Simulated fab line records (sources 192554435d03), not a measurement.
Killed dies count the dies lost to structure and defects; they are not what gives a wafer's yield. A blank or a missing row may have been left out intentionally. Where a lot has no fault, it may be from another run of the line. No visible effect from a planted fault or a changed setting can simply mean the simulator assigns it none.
Chamber matching ; flow n5Finfet ; 4 sister chambers for N5_BEOL_M4_ETCH_63 on rieDiel-01
The step etches SiARC in CF4, target depth 15.6 nm, time 26 s. 14 wafers are shown with their chamber, then 7 later ones without.

## EACH WAFER AND ITS CHAMBER
wafer;chamber;drypumpMotorCurrentA (A);throttleValvePct (%);showerheadPlenumPTorr (Torr)
L076.1;0;6.0;15.58;2.16
L076.3;3;6.1;15.59;2.12
L076.5;0;6.0;15.60;2.16
L077.2;1;6.7;15.55;2.10
L077.5;0;6.0;15.59;2.16
L077.6;3;6.0;15.59;2.12
L081.1;2;5.2;15.11;2.10
L081.4;3;6.1;15.61;2.11
L081.6;1;6.7;15.61;2.10
L087.2;2;5.1;15.13;2.10
L087.3;0;6.0;15.65;2.15
L087.5;1;6.7;15.61;2.10
L089.1;2;5.1;15.15;2.10
L089.2;0;6.0;15.64;2.15

SIGNATURES, as means of the wafers listed above
reading;chamber 0;chamber 1;chamber 2;chamber 3;scatter within a chamber
drypumpMotorCurrentA;6.000;6.700;5.133;6.067;0.0365
throttleValvePct;15.6120;15.5900;15.1300;15.5967;0.0271
showerheadPlenumPTorr;2.1560;2.1000;2.1000;2.1167;0.00432
Rule: for each reading, subtract the chamber's mean from the wafer's reading, divide by that reading's scatter and square the result; add these up over the readings and take the root, which gives the wafer's distance from the chamber. If the next closest chamber is less than 2 further off than the closest, the wafer can't be placed; otherwise it belongs to the closest. How the scatter is found: for the shown wafers, subtract from each reading the mean of its chamber, square and add these, divide the total by (wafers less chambers), then take the root.

## WAFERS WITH NO CHAMBER GIVEN
wafer;drypumpMotorCurrentA (A);throttleValvePct (%);showerheadPlenumPTorr (Torr)
L089.5;5.1;15.13;2.10
L090.1;6.1;15.66;2.11
L090.3;6.7;15.63;2.09
L090.4;5.1;15.13;2.10
L097.1;6.0;15.68;2.14
L097.5;6.1;15.71;2.10
L097.6;6.0;15.69;2.14

## WHICH CHAMBER EACH ONE RAN IN
wafer;from the rows above;in truth
L089.5;2;2
L090.1;3;3
L090.3;1;1
L090.4;2;2
L097.1;0;0
L097.5;3;3
L097.6;can't be placed: 0 or 3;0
Correct placement for 6 of the 7. Not placeable from these rows: 1 (in 1, the candidates include the true chamber). Placed wrongly: 0.
